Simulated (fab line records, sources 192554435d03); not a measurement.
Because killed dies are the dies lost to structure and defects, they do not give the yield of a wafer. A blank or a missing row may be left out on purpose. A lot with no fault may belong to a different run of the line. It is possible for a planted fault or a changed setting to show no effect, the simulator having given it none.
Comparing a struck lot with a sound one | flow n5 finfet | 23 out of 1938 route steps
Sound: wafers L865.2, L865.3, L865.6. Wafers L883.1, L883.3, L883.5 were the ones struck. The cause is given at the end.
Each step with rows lists, per side, the tool, then ch with its chambers, then its first start. Under that, the readings that differ: sound wafers | struck wafers | difference of the means | sigmas: that difference in standard deviations of wafers without a fault.
alike: a reading whose means differ by less than 2 such deviations, as well as words and numbers matching on both sides. not compared: withheld readings; readings where some wafer has no value; bounds like >300 that might hide an equal value; numbers whose values overlap and for which the record gives no deviation.
The two part at a step that has a row with sigmas, a row that says differs or no value, or rows on one side only. Numbers that don't overlap but have no deviation are shown without sigmas and don't part them. A reading that every wafer of one side lacks parts them only if that side has two wafers or more.

first, 11 steps without rows for these wafers: N5_BEOL_M7_ETCH_62 (etches SOC in N2/H2, target depth 110 nm, overetch 22 nm, time 165 s); N5_BEOL_M7_STRIP_68 (strips in N2/H2); N5_BEOL_M7_STRIP_67 (strips in CF4); N5_BEOL_M7_HM_OPEN_17 (chemistry Cl2/BCl3, target TiN, target depth 20 nm, overetch 6 nm); N5_BEOL_M7_STRIP_19 (strips in O2); N5_BEOL_M7_COAT_63 (time 60 s, resist thk 60 nm); N5_BEOL_M7_COAT_64 (time 60 s, resist thk 12 nm); N5_BEOL_M7_COAT_71 (time 60 s, resist thk 5 nm); N5_BEOL_M7_COAT_22 (resist thk 30 nm); N5_BEOL_M7_EBR_24; N5_BEOL_M7_SOFTBAKE_23 (time 60 s).
N5_BEOL_M7_EXPOSE_25: exposes mask V6, target cd 40 nm.
  sound on euv scanner-02 ch 0, day 9 00:28; struck on euv scanner-01 ch 0, day 13 18:51
  reading              | sound             | struck            | difference | sigmas
  exposure dose mJ cm2 | 42.44 42.48 42.46 | 41.43 41.45 41.48 | -1.01      | -21
  alike: mask
then, 2 steps without rows for these wafers: N5_BEOL_M7_PEB_26 (peb time 60 s); N5_BEOL_M7_DEVELOP_27 (develop time 30 s).
N5_BEOL_M7_DESCUM_33: chemistry O2, time 7 s.
  sound on rie diel-01 ch 0,1,2, day 9 01:19; struck on rie diel-02 ch 1,2,3, day 13 19:06
  reading                  | sound        | struck         | difference | sigmas
  model.BEOL_M7.cd nm (nm) | 40.2 40.2 40 | 39.6 39.4 39.6 | -0.6       |
  alike: drypump motor current A, o2 flow sccm, oes product au, rf vpp V, showerhead plenum p Torr, throttle valve pct
  not compared: rf hours counter h
then, 5 steps without rows for these wafers: N5_BEOL_M7_ETCH_72 (etches underlayer in N2/H2, target depth 6.5 nm, time 5.2 s); N5_BEOL_M7_ETCH_65 (etches SiARC in CF4, target depth 15.6 nm, time 26 s); N5_BEOL_M7_ETCH_66 (etches SOC in N2/H2, target depth 80 nm, overetch 16 nm, time 120 s); N5_BEOL_M7_STRIP_69 (strips in N2/H2); N5_BEOL_M7_STRIP_73 (strips in N2/H2).
N5_BEOL_M7_VIA_ETCH_34: etches SiCOH lowk in C4F6/O2, target depth 125.5 nm, time 50.5 s.
  sound on rie diel-01 ch 0,1,2, day 9 01:29; struck on rie diel-02 ch 1,2,3, day 13 19:17
  reading                  | sound          | struck         | difference | sigmas
  model.BEOL_M7.cd nm (nm) | 40.2 40.4 40.2 | 39.6 39.2 39.4 | -0.9       |
  alike: drypump motor current A, oes product au, rf vpp V, showerhead plenum p Torr, throttle valve pct
  not compared: rf hours counter h
then, 1 step without rows for these wafers: N5_BEOL_M7_STRIP_76 (strips in C4F6/O2).
-- record jumps: 3 days separate the struck wafers' starts on either side; left off in module BEOL_M7, taken up again in module PASSIVATION, whose first shown step is the route's number 1936 --
N5_PASSIVATION_PROBE_49:
  only the struck wafers here have rows in the record (prober-01, day 16 19:15); the sound ones have none

## WHERE THEY PART
Earliest at N5_BEOL_M7_EXPOSE_25; latest, in this record, at N5_PASSIVATION_PROBE_49.

WHY: what had been put in by the simulator
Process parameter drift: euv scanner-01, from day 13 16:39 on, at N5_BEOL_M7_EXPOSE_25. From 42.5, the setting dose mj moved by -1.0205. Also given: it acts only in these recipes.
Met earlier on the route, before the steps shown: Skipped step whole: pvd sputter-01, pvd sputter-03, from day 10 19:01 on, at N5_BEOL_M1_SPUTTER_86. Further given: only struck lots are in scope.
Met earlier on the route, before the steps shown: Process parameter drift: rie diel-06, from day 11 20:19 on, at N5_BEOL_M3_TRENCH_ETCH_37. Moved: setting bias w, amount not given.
